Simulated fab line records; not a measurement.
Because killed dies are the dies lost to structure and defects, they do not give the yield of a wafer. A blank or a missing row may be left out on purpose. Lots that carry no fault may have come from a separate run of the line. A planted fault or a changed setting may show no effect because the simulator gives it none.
Which of the tools did it? | flow n5_finfet | at 1 step of a route of 1938, 7 lots with 21 wafers sampled

## WHAT EACH GAUGE READ, for each wafer
N5_MOL_CONTACT_COAG_INSPECT_97: inspects for defects (darkfield).
lot  | measured     | on                | raw_defect_count
L596 | day 6 01:44  | defect_inspect-01 | 28 38 26
L600 | day 7 00:32  | defect_inspect-01 | 59 62 27
L603 | day 7 23:05  | defect_inspect-02 | 81 51 47
L606 | day 8 23:04  | defect_inspect-02 | 45 33 30
L608 | day 9 05:02  | defect_inspect-02 | 53 54 65
L614 | day 10 16:38 | defect_inspect-02 | 53 43 39
L616 | day 11 08:38 | defect_inspect-01 | 45 21 38

## WHAT TOOL EACH LOT RAN ON (gives the tool, then ch and the chambers of the sampled wafers, and finally the start)
The record shows no process step preceding these readings.

## THE ANSWER, worked out from the rows above alone
Rule: the usual values come from the lots themselves. Put in order of their means at a reading, lots are off if they are a third of the lots or fewer, leave a main group of 4 or more, and stand apart from it by a gap of 3 or more times the standard deviation of the main group's means; of several such gaps the widest counts. If all means in a main group match to the digits the tables above print for the reading, that group is not used. A lot without any number at a reading at which 4 lots or more have one is off too. All remaining lots with rows at the step are treated as sound.
Across all readings shown, no lot is off: no conclusion can be drawn from this.

## WHAT THE SIMULATOR PUT IN
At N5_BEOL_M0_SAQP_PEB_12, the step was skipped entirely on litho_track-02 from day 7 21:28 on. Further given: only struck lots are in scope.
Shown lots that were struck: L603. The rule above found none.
